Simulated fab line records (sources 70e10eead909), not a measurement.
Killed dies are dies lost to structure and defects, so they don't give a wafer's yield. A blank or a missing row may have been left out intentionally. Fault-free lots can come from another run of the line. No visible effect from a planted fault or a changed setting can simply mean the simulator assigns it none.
A struck lot beside a sound one :: flow nand harc :: 13 steps out of a route of 1302
Sound: these wafers, L340.2, L340.4, L340.6. Wafers struck: L346.1, L346.4, L346.6. At the end, the cause is stated.
Per side, at each step with rows, come the tool, then ch with its chambers, and then its first start. Under that, the readings that differ: sound wafers :: struck wafers :: difference of the means :: sigmas: that difference in standard deviations of wafers without a fault.
alike: readings whose means differ by less than 2 such deviations, and words and numbers that are the same on both sides. not compared: withheld readings, readings that some wafer has no value for, bounds like >300 that may hide the same value, and numbers for which the record gives no deviation and whose values overlap.
Wherever a step has rows on one side only, a row that says differs or no value, or a row with sigmas, the two part there. Non-overlapping numbers with no deviation appear without sigmas and do not part them. A reading that every wafer of one side lacks parts them only if that side has two wafers or more.

NHARC_A_BLC_CMP_25: polishes, t overpolish 30 s, target thk 150 nm.
  sound on cmp-01 ch 0,1, day 24 00:43; struck on cmp-01 ch 1,3, day 27 15:22
  alike: motor current A, overpolish run s, time to endpoint s
then, 1 step without rows for these wafers: NHARC_A_BLC_SRD_27.
NHARC_A_BLC_INSPECT_28:
  sound on defect inspect-01, day 24 01:07; struck on defect inspect-01, day 27 15:44
reading: raw defect count
sound: 597 626 663
struck: 314 400 560
difference: -204
sigmas: -2
then, 8 steps without rows for these wafers: NHARC_A_M0_DEP_00 (deposits SiOC, target thk 150 nm); NHARC_A_M0_DEHYDRATE_01 (time 120 s); NHARC_A_M0_HMDS_02 (time 30 s); NHARC_A_M0_COAT_33 (time 65 s); NHARC_A_M0_COAT_03 (resist thk 90 nm); NHARC_A_M0_SOFTBAKE_04 (time 55 s); NHARC_A_M0_EBR_05; NHARC_A_M0_EXPOSE_06 (exposes mask A M0, target cd 80 nm).
NHARC_A_M0_PEB_07: peb time 65 s.
  sound on litho track-06 ch 0, day 24 01:56; struck on litho track-06, day 27 16:26
  no value came back on the struck wafers for chill plate temp C (C), exhaust pa (Pa); on the sound wafers chill plate temp C (C) reads 23.23 23.22 23.14
then, 1 step without rows for these wafers: NHARC_A_M0_DEVELOP_08 (develop time 35 s).

== WHERE THEY PART ==
Earliest at NHARC_A_BLC_INSPECT_28; latest, in this record, at NHARC_A_M0_PEB_07.

WHY: what had been put in by the simulator
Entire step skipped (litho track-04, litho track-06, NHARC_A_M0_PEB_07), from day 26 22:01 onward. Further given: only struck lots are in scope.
